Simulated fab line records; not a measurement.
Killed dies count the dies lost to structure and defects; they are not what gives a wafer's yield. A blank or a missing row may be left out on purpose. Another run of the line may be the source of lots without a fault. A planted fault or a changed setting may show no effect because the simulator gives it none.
Chamber matching    flow n5_finfet    N5_SD_EPI_P_DESCUM_14 on rie_diel-03: 4 sister chambers
The step chemistry O2, time 7.9 s. 4 wafers are shown with their chamber, then 7 later ones without.

## WAFERS, EACH WITH ITS CHAMBER
wafer   chamber  showerhead_plenum_p_Torr (Torr)
L683.6  2        2.17
L688.5  0        2.06
L689.3  3        2.08
L689.4  1        2.12

## WAFERS MISSING THEIR CHAMBER
wafer   showerhead_plenum_p_Torr (Torr)
L689.5  2.16
L690.2  2.12
L690.3  2.06
L690.4  2.08
L691.1  2.16
L691.3  2.12
L691.6  2.16

## THE CHAMBER EACH PASSED THROUGH
wafer   from the rows above  in truth
L689.5  2                    2
L690.2  1                    1
L690.3  0                    0
L690.4  3                    3
L691.1  2                    2
L691.3  1                    1
L691.6  2                    2
7 of 7 placed correctly. Can't be placed from these rows: 0. Number placed wrongly: 0.
How it was worked out, from the rows above alone: a wafer's distance from a chamber is the root of the sum, over the readings, of the square of ((its reading less the chamber's mean) divided by the reading's scatter). If the next closest chamber is less than 2 further off than the closest, the wafer can't be placed; otherwise it belongs to the closest. For every chamber, the mean is computed from those of its wafers that are shown. The scatter: with one shown wafer a chamber, the root of the mean of the squares of how far each hidden wafer lies from its nearest shown one.
